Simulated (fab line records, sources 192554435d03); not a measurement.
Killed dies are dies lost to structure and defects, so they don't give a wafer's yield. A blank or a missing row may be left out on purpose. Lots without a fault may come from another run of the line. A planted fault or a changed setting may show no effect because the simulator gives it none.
A struck lot beside a sound one | flow n5_finfet | 15 steps out of a route of 1938
Sound: wafers L542.1, L542.2, L542.3. Struck: wafers L551.3, L551.4, L551.5. The cause comes at the end.
At each step with rows: each side's tool, then ch and its chambers, then its first start. Under that, the readings that differ: sound wafers | struck wafers | difference of the means | sigmas: that difference in standard deviations of wafers without a fault.
alike: readings whose means differ by less than 2 such deviations, and words and numbers that are the same on both sides. not compared: withheld readings, readings that some wafer has no value for, bounds like >300 that may hide the same value, and numbers for which the record gives no deviation and whose values overlap.
The two part at a step that has a row with sigmas, a row that says differs or no value, or rows on one side only. Numbers that don't overlap but have no deviation are shown without sigmas and don't part them. A reading that every wafer of one side lacks parts them only if that side has two wafers or more.

first, 3 steps without rows for these wafers: N5_BEOL_M7_EXPOSE_25 (exposes mask V6, target cd 40 nm); N5_BEOL_M7_PEB_26 (peb time 60 s); N5_BEOL_M7_DEVELOP_27 (develop time 30 s).
N5_BEOL_M7_CD_MEAS_28: target cd 40 nm.
  sound on cd_sem-02 ch 0, day 10 13:30; struck on cd_sem-02 ch 0, day 13 03:08
  alike: cd_nm
N5_BEOL_M7_OVL_MEAS_29:
  sound on overlay-02 ch 0, day 10 13:32; struck on overlay-02 ch 0, day 13 03:10
  alike: V6_OVL
N5_BEOL_M7_INSPECT_30: inspects for defects (brightfield).
  sound on defect_inspect-02, day 10 13:35; struck on defect_inspect-02, day 13 03:13
  alike: raw_defect_count
N5_BEOL_M7_DESCUM_33: chemistry O2, time 7 s.
  sound on rie_diel-04 ch 1,2,3, day 10 14:02; struck on rie_diel-05 ch 0,1,2, day 13 03:15
  alike: drypump_motor_current_A, oes_product_au, rf_vpp_V, showerhead_plenum_p_Torr, throttle_valve_pct
  not compared: rf_hours_counter_h
N5_BEOL_M7_ETCH_72: etches underlayer in N2/H2, target depth 6.5 nm, time 5.2 s.
  sound on rie_diel-04 ch 1,2,3, day 10 14:04; struck on rie_diel-05 ch 0,1,2, day 13 03:17
  alike: bias_w, drypump_motor_current_A, etch_rf_on_time_s, h2_flow_sccm, oes_product_au, rf_vpp_V, showerhead_plenum_p_Torr, throttle_valve_pct
  not compared: rf_hours_counter_h
N5_BEOL_M7_ETCH_65: etches SiARC in CF4, target depth 15.6 nm, time 26 s.
  sound on rie_diel-04 ch 1,2,3, day 10 14:05; struck on rie_diel-05 ch 0,1,2, day 13 03:18
  alike: bias_w, cf4_flow_sccm, drypump_motor_current_A, etch_rf_on_time_s, oes_product_au, rf_vpp_V, showerhead_plenum_p_Torr, throttle_valve_pct
  not compared: rf_hours_counter_h
N5_BEOL_M7_ETCH_66: etches SOC in N2/H2, target depth 80 nm, overetch 16 nm, time 120 s.
  sound on rie_diel-04 ch 1,2,3, day 10 14:07; struck on rie_diel-05 ch 0,1,2, day 13 03:20
  alike: bias_w, drypump_motor_current_A, h2_flow_sccm, oes_product_au, rf_vpp_V, showerhead_plenum_p_Torr, throttle_valve_pct
  not compared: rf_hours_counter_h
then, 2 steps without rows for these wafers: N5_BEOL_M7_STRIP_69 (strips in N2/H2); N5_BEOL_M7_STRIP_73 (strips in N2/H2).
N5_BEOL_M7_VIA_ETCH_34: etches SiCOH lowk in C4F6/O2, target depth 125.5 nm, time 50.5 s.
  sound on rie_diel-04 ch 1,2,3, day 10 14:13; struck on rie_diel-05 ch 0,1,2, day 13 03:26
  reading      | sound             | struck            | difference | sigmas
  bias_w (W)   | 184.8 185.9 185.1 | 199.6 199.6 199.5 | +14.3      | +26
  rf_vpp_V (V) | 655 683 673       | 703 723 709       | +41        | +3
  alike: O2_flow_sccm, drypump_motor_current_A, oes_product_au, showerhead_plenum_p_Torr, throttle_valve_pct
  not compared: rf_hours_counter_h
then, 1 step without rows for these wafers: N5_BEOL_M7_STRIP_76 (strips in C4F6/O2).
N5_PASSIVATION_PROBE_49:
  the record has rows for the sound wafers here (prober-01, day 14 05:13) and none for the struck ones

WHERE THEY PART
First at N5_BEOL_M7_VIA_ETCH_34; last, within this record, at N5_PASSIVATION_PROBE_49.

WHY: what the simulator had put in
Process parameter drift: rie_diel-05, from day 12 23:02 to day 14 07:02, at N5_BEOL_M7_VIA_ETCH_34. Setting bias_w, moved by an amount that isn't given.
